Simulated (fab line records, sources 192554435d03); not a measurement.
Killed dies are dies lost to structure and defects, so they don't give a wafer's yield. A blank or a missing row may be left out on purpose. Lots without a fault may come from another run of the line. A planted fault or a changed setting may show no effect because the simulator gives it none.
Chamber matching | flow n5_finfet | N5_FIN_SAQP_SPACER2_ETCHBACK_29 on rie_diel-02: 4 sister chambers
The step etches SiO2 in CHF3/O2, target depth 12.2 nm, time 6.1 s. 14 wafers are shown with their chamber, then 7 later ones without.

WAFERS WITH THEIR CHAMBER
wafer  | chamber | drypump_motor_current_A (A) | showerhead_plenum_p_Torr (Torr) | rf_vpp_V (V)
L075.3 | 2       | 4.7                         | 2.53                            | 528
L075.4 | 0       | 5.5                         | 2.43                            | 517
L075.6 | 0       | 5.5                         | 2.43                            | 516
L076.2 | 3       | 6.5                         | 2.40                            | 505
L076.3 | 2       | 4.7                         | 2.53                            | 527
L076.5 | 0       | 5.5                         | 2.43                            | 518
L077.2 | 3       | 6.5                         | 2.40                            | 505
L077.3 | 2       | 4.7                         | 2.53                            | 527
L077.5 | 0       | 5.5                         | 2.43                            | 516
L078.1 | 1       | 5.3                         | 2.44                            | 536
L078.2 | 2       | 4.7                         | 2.53                            | 527
L078.6 | 3       | 6.4                         | 2.40                            | 507
L083.4 | 0       | 5.5                         | 2.42                            | 516
L083.5 | 1       | 5.3                         | 2.43                            | 535

SIGNATURES (means of the wafers above)
reading                  | chamber 0 | chamber 1 | chamber 2 | chamber 3 | scatter within a chamber
drypump_motor_current_A  | 5.500     | 5.300     | 4.700     | 6.467     | 0.0258
showerhead_plenum_p_Torr | 2.4280    | 2.4350    | 2.5300    | 2.4000    | 0.00361
rf_vpp_V                 | 516.60    | 535.50    | 527.25    | 505.67    | 0.844
Rule: a wafer's distance from a chamber is the root of the sum, over the readings, of the square of ((its reading less the chamber's mean) divided by the reading's scatter). The wafer belongs to the nearest chamber; if the next one is less than 2 further off, it can't be placed. The scatter: the root of (the sum of the squares of (reading less its chamber's mean) over the shown wafers, divided by (wafers less chambers)).

WAFERS WITHOUT THEIR CHAMBER
wafer  | drypump_motor_current_A (A) | showerhead_plenum_p_Torr (Torr) | rf_vpp_V (V)
L083.6 | 4.7                         | 2.53                            | 526
L087.2 | 4.8                         | 2.52                            | 529
L087.3 | 5.5                         | 2.42                            | 516
L087.6 | 6.5                         | 2.39                            | 505
L095.1 | 6.5                         | 2.39                            | 506
L095.3 | 4.7                         | 2.52                            | 527
L095.5 | 4.7                         | 2.52                            | 526

WHICH CHAMBER EACH WENT THROUGH
wafer  | from the rows above | in truth
L083.6 | 2                   | 2
L087.2 | 2                   | 2
L087.3 | 0                   | 0
L087.6 | 3                   | 3
L095.1 | 3                   | 3
L095.3 | 2                   | 2
L095.5 | 2                   | 2
Placed correctly: 7 of 7. Can't be placed from these rows: 0. Placed wrongly: 0.
